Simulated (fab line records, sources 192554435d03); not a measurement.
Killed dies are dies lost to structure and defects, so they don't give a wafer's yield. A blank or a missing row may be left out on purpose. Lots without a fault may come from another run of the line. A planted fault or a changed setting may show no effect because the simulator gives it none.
Split-lot experiment | flow n5_finfet | 7 lots, 21 wafers read, on a route of 1938 steps

THE SPLIT
At N5_PASSIVATION_AL_DEP_21 (deposits Al, target thk 2800 nm, time 170 s), the setting time_s was moved away from the recipe's 170 s on 7 of the 21 wafers read, by -9.1% to +12.8%. The other wafers ran this setting at the recipe's value.

The reading is taken at the split's own step.

THE READING
Al_of_PASSIVATION_AL_DEP_21.thk_nm (the simulator's own value, which no gauge read), in nm, at N5_PASSIVATION_AL_DEP_21 (deposits Al, target thk 2800 nm, time 170 s). The file gives no usual value for it. The 14 wafers here that ran the recipe average 2813 nm, standard deviation 31 nm.

wafer  | tool, chamber at the split | time_s as run, s | against the recipe | Al_of_PASSIVATION_AL_DEP_21.thk_nm, nm | against lot-mates on the recipe
L080.1 | pvd_sputter-03, -          | 154.5            | -9.1%              | 2583                                   | -214
L080.2 | pvd_sputter-03, -          | 170              | recipe             | 2832                                   | -
L080.3 | pvd_sputter-03, -          | 170              | recipe             | 2763                                   | -
L082.2 | pvd_sputter-02, -          | 170              | recipe             | 2833                                   | -
L082.3 | pvd_sputter-02, -          | 170              | recipe             | 2790                                   | -
L082.6 | pvd_sputter-02, -          | 170              | recipe             | 2788                                   | -
L085.4 | pvd_sputter-03, -          | 170              | recipe             | 2856                                   | -
L085.5 | pvd_sputter-03, -          | 170              | recipe             | 2802                                   | -
L085.6 | pvd_sputter-03, -          | 170              | recipe             | 2760                                   | -
L088.1 | pvd_sputter-03, -          | 170              | recipe             | 2794                                   | -
L088.5 | pvd_sputter-03, -          | 170              | recipe             | 2840                                   | -
L088.6 | pvd_sputter-03, -          | 170              | recipe             | 2817                                   | -
L094.1 | pvd_sputter-02, -          | 189.6            | +11.5%             | 3129                                   | +317
L094.2 | pvd_sputter-02, -          | 170              | recipe             | 2812                                   | -
L094.5 | pvd_sputter-02, -          | 189.6            | +11.5%             | 3077                                   | +265
L097.3 | pvd_sputter-03, -          | 178.4            | +4.9%              | 2952                                   | +91
L097.4 | pvd_sputter-03, -          | 178.4            | +4.9%              | 2949                                   | +88
L097.6 | pvd_sputter-03, -          | 170              | recipe             | 2861                                   | -
L096.3 | pvd_sputter-02, -          | 170              | recipe             | 2835                                   | -
L096.4 | pvd_sputter-02, -          | 191.7            | +12.8%             | 3110                                   | +275
L096.5 | pvd_sputter-02, -          | 191.7            | +12.8%             | 3167                                   | +332

THE FIT
A straight line over all 21 wafers: Al_of_PASSIVATION_AL_DEP_21.thk_nm changes by +25.4 nm for each +1% of time_s; r = +0.98; the points scatter about the line by 29 nm.
The same after taking each lot's own level away (the mean of its wafers on the recipe; 21 wafers): +24 nm for each +1%; r = +0.98; scatter 28 nm.
On that fit, the largest move of time_s shifts the reading by 3.1e+02 nm.
The lots' own levels span 2797.5 to 2861.0 nm, that is 2.1 times the standard deviation above.
So the lot-to-lot level changes the slope little: the two slopes agree.
Check: with one of the wafers moved furthest among these (+12.8%) left out of the fit, the line predicts +314 nm for it against its lot-mates. It came out at +275 nm against them.

THE FILE'S OWN FIT
Al_of_PASSIVATION_AL_DEP_21.thk_nm changes by +23.9 nm for each +1% of time_s, r = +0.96.
